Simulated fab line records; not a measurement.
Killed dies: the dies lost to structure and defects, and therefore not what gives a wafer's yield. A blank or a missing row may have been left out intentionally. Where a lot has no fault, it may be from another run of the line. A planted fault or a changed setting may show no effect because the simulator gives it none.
Split-lot experiment ; flow n5_finfet ; 21 wafers read across 7 lots, on a route 1938 steps long

== THE SPLIT ==
At N5_MOL_CONTACT_COAG_ALD_133 (deposits SiO2, target thk 5 nm, pulse time 1 s, co reactant pulse time 1 s), the setting ald_cycles was moved away from the recipe's 35 on 6 of the 21 wafers read, by -17.1% to +11.4%. All remaining wafers had this setting at the recipe value.

The reading is taken at the split's own step.

== THE READING ==
SiO2_of_MOL_CONTACT_COAG_ALD_133.thk_nm (the simulator's own value, which no gauge read), in nm, at N5_MOL_CONTACT_COAG_ALD_133 (deposits SiO2, target thk 5 nm, pulse time 1 s, co reactant pulse time 1 s). The file gives no usual value for it.

wafer;tool, chamber at the split;ald_cycles as run;against the recipe;SiO2_of_MOL_CONTACT_COAG_ALD_133.thk_nm, nm;against lot-mates on the recipe
L074.2;ald_sin-02, 3,0;35;recipe;5;-
L074.5;ald_sin-02, 3,0;35;recipe;5;-
L074.4;ald_sin-02, 1;29;-17.1%;4.2;-0.8
L075.3;ald_sin-02, 3,1,2;35;recipe;5;-
L075.4;ald_sin-02, 3,1,2;35;recipe;5;-
L075.5;ald_sin-02, 3,1,2;35;recipe;5;-
L080.2;ald_sin-03, 0,1;38;+8.6%;5.4;+0.4
L080.3;ald_sin-03, 0,1;38;+8.6%;5.4;+0.4
L080.4;ald_sin-03, 3;35;recipe;5;-
L084.1;ald_sin-03, 2,1,2;35;recipe;5;-
L084.3;ald_sin-03, 2,1,2;35;recipe;5;-
L084.5;ald_sin-03, 2,1,2;35;recipe;5;-
L086.2;ald_sin-02, 3,1,3;35;recipe;5;-
L086.4;ald_sin-02, 3,1,3;35;recipe;5;-
L086.6;ald_sin-02, 3,1,3;35;recipe;5;-
L091.1;ald_sin-03, 2;35;recipe;5;-
L091.4;ald_sin-03, 0,1;39;+11.4%;5.6;+0.6
L091.6;ald_sin-03, 0,1;39;+11.4%;5.6;+0.6
L097.3;ald_sin-01, 0,2;35;recipe;5;-
L097.4;ald_sin-01, 0,2;35;recipe;5;-
L097.6;ald_sin-01, 2;37;+5.7%;5.4;+0.4
When a row names more than one chamber, that row covers several wafers, and the file does not tell which wafer ran in which chamber.

FIT RESULTS
A straight line over all 21 wafers: SiO2_of_MOL_CONTACT_COAG_ALD_133.thk_nm changes by +0.0494 nm for each +1% of ald_cycles; r = +0.99; the points scatter about the line by 0.031 nm.
The same after taking each lot's own level away (the mean of its wafers on the recipe; 21 wafers): +0.0494 nm for each +1%; r = +0.99; scatter 0.031 nm.
Per that fit: largest ald_cycles move, reading shift of 0.85 nm.
The lots' own levels span 5.00 to 5.00 nm.
So the lot-to-lot level changes the slope little: the two slopes agree.
Check: -0.883 nm against its lot-mates is what the line predicts for one of the wafers moved furthest among these (-17.1%) when that wafer is left out of the fit. Against them it came out at -0.8 nm.

== ADDITIONAL SPLITS CARRIED BY THESE WAFERS ==
Note: prior to the reading, these wafers also went through further splits. Each is held against what the fit with the lots' levels taken away leaves over:
other split on the same wafers;wafers away from the commonest value;r with SiO2_of_MOL_CONTACT_COAG_ALD_133.thk_nm (lot level and that fit taken away)
N5_GATE_CUT_COAT_27 spin_rpm;6;-0.10
N5_MOL_CONTACT_COAG_COAT_34 spin_rpm;12;+0.19

== THE FILE'S OWN FIT ==
SiO2_of_MOL_CONTACT_COAG_ALD_133.thk_nm changes by +0.0495 nm for each +1% of ald_cycles, r = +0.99.
